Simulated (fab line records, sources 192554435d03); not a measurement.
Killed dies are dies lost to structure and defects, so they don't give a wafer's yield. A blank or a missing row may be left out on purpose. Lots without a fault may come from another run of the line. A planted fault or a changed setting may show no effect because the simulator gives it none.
Chamber matching | flow n5_finfet | N5_PASSIVATION_VIA_ETCH_13 on rie_diel-05: 4 sister chambers
The step etches SiO2 in CHF3/O2, target depth 660 nm, time 330 s. 4 wafers are shown with their chamber, then 7 later ones without.

WAFERS WITH THEIR CHAMBER
wafer  | chamber | showerhead_plenum_p_Torr (Torr)
L087.1 | 1       | 2.48
L087.2 | 0       | 2.34
L088.1 | 3       | 2.29
L088.2 | 2       | 2.55

WAFERS WITHOUT THEIR CHAMBER
wafer  | showerhead_plenum_p_Torr (Torr)
L088.6 | 2.34
L090.3 | 2.33
L090.5 | 2.55
L090.6 | 2.33
L093.2 | 2.48
L093.3 | 2.33
L093.4 | 2.55

WHICH CHAMBER EACH WENT THROUGH
wafer  | from the rows above | in truth
L088.6 | 0                   | 0
L090.3 | 0                   | 0
L090.5 | 2                   | 2
L090.6 | 0                   | 0
L093.2 | 1                   | 1
L093.3 | 0                   | 0
L093.4 | 2                   | 2
Placed correctly: 7 of 7. Can't be placed from these rows: 0. Placed wrongly: 0.
How it was worked out, from the rows above alone: a wafer's distance from a chamber is the root of the sum, over the readings, of the square of ((its reading less the chamber's mean) divided by the reading's scatter). The wafer belongs to the nearest chamber; if the next one is less than 2 further off, it can't be placed. A chamber's mean is the mean of its shown wafers. The scatter: with one shown wafer a chamber, the root of the mean of the squares of how far each hidden wafer lies from its nearest shown one.
